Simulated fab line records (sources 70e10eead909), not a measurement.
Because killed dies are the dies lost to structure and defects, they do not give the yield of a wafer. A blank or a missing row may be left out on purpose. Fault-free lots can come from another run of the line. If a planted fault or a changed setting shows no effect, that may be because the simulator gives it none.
fab line records | flow nand-harc | part 2 of 2: steps 21 to 28 of 28
record lots=5 wafers=15 last-day=28
route steps=1302 shown A_STAIRCASE@827
lots with no fault: from the same line, run without faults
start-h: hours from the record's opening day to when the first of the lot's shown wafers began | wait-h: hours since the lot's step before | " same as the row above | L1.1+2: a row that stands for several wafers | - value missing, or start not given | * or withheld: withheld | < > ~ a bound
route shown NAME@n: NAME is a module with steps in the file, n the number in the route of the first one | usual: mean/standard deviation of fault-free wafers | same: alike in all rows | chamber/n: place in a boat | sites: per-site readings | _std_site: standard deviation across them | _edge_site: inner sites' mean taken away from outer sites' mean | radius-mm: how far each site lies from the wafer's centre | mask NAME#n: copy n | behind: the tool/chamber that last shaped the wafer | hold: why the lot went on hold/how many hours it stayed there/how the hold came to an end | device: which transistor (n, p or np) failed to switch | end of line: the same wafers' tests at the end of the route | a step without rows: its recipe alone | killed: at the first sort, the dies lost to defects and structure; wafer yield is something else | map: dies across one wafer; x = killed, . = not, _ = none there
set.NAME: the run value of the setting; set.NAME@STEP: its run value at that earlier step | model.NAME: the simulator's own value behind a step, which no gauge read
lots at selected steps of the route; one table per step, one row per wafer
services: when a tool's chamber went out of use (start-h, in hours from the record's first day, below 0 if earlier), for how many hours, and the reason
## steps
# step NHARC_A_STAIRCASE_CVD_552
# recipe target-thk-a=400 temp-c=700 pressure-mtorr=300 material=SiNx
# usual pressure-mtorr=300.0/0.54 spike-tc-bottom-C=721/4.6 zone-power-lower-pct=10.4/1.6 zone-power-upper-pct=9.8/1.3
# columns lot.wafer tool chamber start-h wait-h pressure-mtorr spike-tc-bottom-C zone-power-lower-pct zone-power-upper-pct
L075.1 lpcvd-01 1 - - 299.8 715 8.9 9.1
L075.4 " 1 " " 300.8 713 8.7 9.2
L075.5 " 1 " " 299.7 715 9.0 9.2
L077.2 lpcvd-01 1 - - 300.9 714 8.9 9.2
L077.3 " 1 " " 300.3 715 9.0 9.3
L077.4 " 1 " " 300.6 714 8.9 9.2
L082.4 lpcvd-01 1 - - 300.6 715 8.9 9.3
L082.5 " 1 " " 301.0 715 8.9 9.3
L082.6 " 1 " " 300.3 714 8.8 9.1
L083.1 lpcvd-02 1 - - 300.7 725 12.8 11.7
L083.2 " 1 " " 300.4 725 12.8 11.9
L083.6 " 1 " " 299.6 725 12.9 11.8
L084.1 lpcvd-01 0 - - 299.7 723 10.6 8.6
L084.4 " 0 " " 300.1 724 10.7 8.4
L084.5 " 0 " " 299.0 725 10.5 8.7
# step NHARC_A_STAIRCASE_DEP_151
# recipe target-thk-a=72000 temp-c=400 target-thk-nm=7200 teos-flow-sccm=200 rf-w=500 material=SiO2
# usual heater-power-w=668/63 rf-fwd-power-W=499.4/1.5
# columns lot.wafer tool chamber start-h wait-h heater-power-w rf-fwd-power-W
L075.1 pecvd-04 1 408.27 0.6 656 497.8
L075.4 " 2 " " 704 499.3
L075.5 " 0 " " 612 497.2
L077.3 pecvd-03 1 443.09 0.4 720 500.0
L077.2 " 0 " " 722 500.1
L077.4 " 2 " " 678 500.3
L082.5 pecvd-02 1 469.67 0.7 600 499.3
L082.4 " 2 " " 578 499.1
L082.6 " 0 " " 593 499.1
L083.1 pecvd-03 0 484.51 0.4 724 500.0
L083.2 " 2 " " 770 502.7
L083.6 " 0 " " 656 502.1
L084.1 pecvd-04 1 504.35 0.4 647 497.2
L084.4 " 1 " " 635 498.8
L084.5 " 2 " " 628 499.7
# step NHARC_A_STAIRCASE_ANNEAL_320
# recipe temp-c=750 time-s=1800
# usual spike-tc-bottom-C=770/6.4 zone-power-lower-pct=12.4/0.8 zone-power-upper-pct=12.2/1.1
# columns lot.wafer tool chamber start-h wait-h spike-tc-bottom-C zone-power-lower-pct zone-power-upper-pct
L075.1 furnace-03 0 415.02 - 777 11.8 11.4
L075.4 " 0 " " 776 11.8 11.3
L075.5 " 0 " " 779 11.9 11.3
L077.2 furnace-04 0 447.55 - 769 11.9 11.9
L077.3 " 0 " " 769 12.1 11.7
L077.4 " 0 " " 769 11.8 11.7
L082.4 furnace-06 0 473.34 - 763 14.0 13.8
L082.5 " 0 " " 762 13.5 13.6
L082.6 " 0 " " 761 13.6 13.7
L083.1 furnace-03 0 490.85 - 777 12.0 11.2
L083.2 " 0 " " 778 11.9 11.1
L083.6 " 0 " " 778 11.9 11.3
L084.1 furnace-06 0 510.17 5.7 761 13.6 13.8
L084.4 " 0 " " 761 13.6 14.1
L084.5 " 0 " " 761 13.7 13.8
# step NHARC_A_STAIRCASE_DEP_322
# recipe target-thk-a=72000 temp-c=400 target-thk-nm=7200 teos-flow-sccm=200 rf-w=500 material=SiO2
# usual heater-power-w=674/67 rf-fwd-power-W=499.4/1.6
# columns lot.wafer tool chamber start-h wait-h heater-power-w rf-fwd-power-W
L075.1 pecvd-02 1 418.50 0.2 744 498.8
L075.5 " 1 " " 599 498.7
L075.4 " 0 " " 559 500.6
L077.3 pecvd-02 1 450.93 0.1 625 500.4
L077.2 " 2 " " 671 497.4
L077.4 " 1 " " 596 498.9
L082.5 pecvd-04 2 477.04 0.3 630 500.2
L082.6 " 0 " " 652 501.5
L082.4 " 1 " " 652 497.9
L083.2 pecvd-04 2 494.27 0.1 706 500.8
L083.1 " 1 " " 747 499.0
L083.6 " 1 " " 630 497.2
L084.1 pecvd-04 1 513.70 0.2 759 499.8
L084.5 " 0 " " 647 500.4
L084.4 " 2 " " 619 498.5
# step NHARC_A_STAIRCASE_ANNEAL_323
# recipe temp-c=750 time-s=1800
# usual spike-tc-bottom-C=765/4.7 zone-power-lower-pct=12.9/0.86 zone-power-upper-pct=12.9/1
# columns lot.wafer tool chamber start-h wait-h spike-tc-bottom-C zone-power-lower-pct zone-power-upper-pct
L075.1 furnace-04 0 424.60 - 769 12.0 11.6
L075.4 " 0 " " 770 11.7 11.7
L075.5 " 0 " " 771 12.0 11.6
L077.2 furnace-06 0 456.08 - 763 13.6 13.7
L077.3 " 0 " " 761 13.8 14.0
L077.4 " 0 " " 762 13.6 13.7
L082.4 furnace-06 0 481.77 - 763 13.9 13.7
L082.5 " 0 " " 762 13.4 13.8
L082.6 " 0 " " 761 13.6 13.7
L083.1 furnace-04 0 498.72 - 770 12.0 11.8
L083.2 " 0 " " 770 11.8 11.8
L083.6 " 0 " " 769 12.0 11.8
L084.1 furnace-04 0 518.06 - 770 11.8 11.7
L084.4 " 0 " " 769 11.8 11.7
L084.5 " 0 " " 770 11.9 11.8
# step NHARC_A_STAIRCASE_DEP_325
# recipe target-thk-a=72000 temp-c=400 target-thk-nm=7200 teos-flow-sccm=200 rf-w=500 material=SiO2
# usual heater-power-w=664/67 rf-fwd-power-W=499.7/1.5
# columns lot.wafer tool chamber start-h wait-h heater-power-w rf-fwd-power-W
L075.1 pecvd-02 0 428.01 0.1 660 501.0
L075.5 " 0 " " 574 502.1
L075.4 " 1 " " 602 498.8
L077.2 pecvd-03 1 459.47 0.1 617 499.4
L077.3 " 2 " " 763 501.2
L077.4 " 1 " " 597 498.8
L082.5 pecvd-04 0 485.46 0.3 658 498.7
L082.6 " 1 " " 662 499.5
L082.4 " 2 " " 617 498.3
L083.2 pecvd-02 2 502.18 0.1 723 499.7
L083.1 " 0 " " 694 498.7
L083.6 " 0 " " 574 499.1
L084.1 pecvd-04 0 521.43 0.1 810 500.2
L084.4 " 0 " " 641 503.8
L084.5 " 0 " " 644 501.9
# step NHARC_A_STAIRCASE_ANNEAL_326
# recipe temp-c=750 time-s=1800
# usual spike-tc-bottom-C=767/6.1 zone-power-lower-pct=12.7/0.89 zone-power-upper-pct=12.7/1.1
# columns lot.wafer tool chamber start-h wait-h spike-tc-bottom-C zone-power-lower-pct zone-power-upper-pct
L075.1 furnace-03 0 436.35 - 778 11.8 11.4
L075.4 " 0 " " 778 11.8 11.3
L075.5 " 0 " " 778 11.8 11.1
L077.2 furnace-06 0 466.27 - 762 13.8 13.6
L077.3 " 0 " " 764 13.9 13.7
L077.4 " 0 " " 761 13.8 13.8
L082.4 furnace-04 0 490.89 - 769 12.0 11.9
L082.5 " 0 " " 769 12.0 11.7
L082.6 " 0 " " 771 11.9 11.9
L083.1 furnace-06 0 506.37 - 762 13.7 13.6
L083.2 " 0 " " 761 13.7 13.8
L083.6 " 0 " " 763 13.8 13.7
L084.1 furnace-04 0 525.86 4.3 768 11.9 11.7
L084.4 " 0 " " 771 12.1 11.9
L084.5 " 0 " " 769 11.9 11.7
# step NHARC_A_STAIRCASE_DEHYDRATE_433
# recipe temp-c=150 time-s=120
# usual exhaust-pa=45.1/0.93 plate-temp-C=149.99/0.13
# columns lot.wafer tool chamber start-h wait-h exhaust-pa plate-temp-C
L075.1 litho-track-03 0 439.74 0.1 45.2 149.70
L075.4 " 0 " " 45.7 149.89
L075.5 " 0 " " 43.5 149.82
L077.2 litho-track-03 0 469.67 0.1 46.0 149.91
L077.3 " 0 " " 44.6 150.04
L077.4 " 0 " " 43.9 149.93
L082.4 litho-track-03 0 494.32 0.1 44.0 149.86
L082.5 " 0 " " 45.7 149.71
L082.6 " 0 " " 45.1 149.95
L083.1 litho-track-02 0 509.75 0.1 44.5 149.95
L083.2 " 0 " " 44.5 150.00
L083.6 " 0 " " 43.7 150.06
L084.1 litho-track-02 0 529.27 0.1 45.6 150.01
L084.4 " 0 " " 45.2 149.85
L084.5 " 0 " " 45.4 150.15
## services
# columns tool chamber start-h hours kind
pecvd-03 - 366.40 13.0 pm
wet-bench-06 - 369.60 8.0 pm
rie-diel-02 - 394.62 9.0 pm
litho-track-02 - 402.00 7.0 pm
wet-bench-04 - 403.21 8.0 pm
ald-hk-04 - 425.84 0.6 repair
litho-track-07 - 426.00 7.0 pm
wet-h3po4-02 - 426.55 5.8 repair
pecvd-02 - 431.69 13.0 pm
ald-hk-03 - 438.04 1.4 repair
wet-h3po4-02 - 440.26 8.0 pm
wet-bench-06 - 448.93 1.1 repair
litho-track-03 - 450.00 7.0 pm
pecvd-04 - 450.00 13.0 pm
pecvd-02 - 450.17 0.5 repair
wet-bench-01 - 453.60 8.0 pm
pecvd-02 - 491.29 1.2 repair
pecvd-04 0 495.91 13.2 repair
rie-diel-09 - 497.99 9.0 pm
wet-bench-04 - 500.26 1.5 repair
pecvd-04 2 517.87 4.0 repair
ald-hk-04 - 521.28 2.5 repair
rie-diel-09 2 528.34 13.0 repair
ald-hk-02 - 529.24 10.0 pm
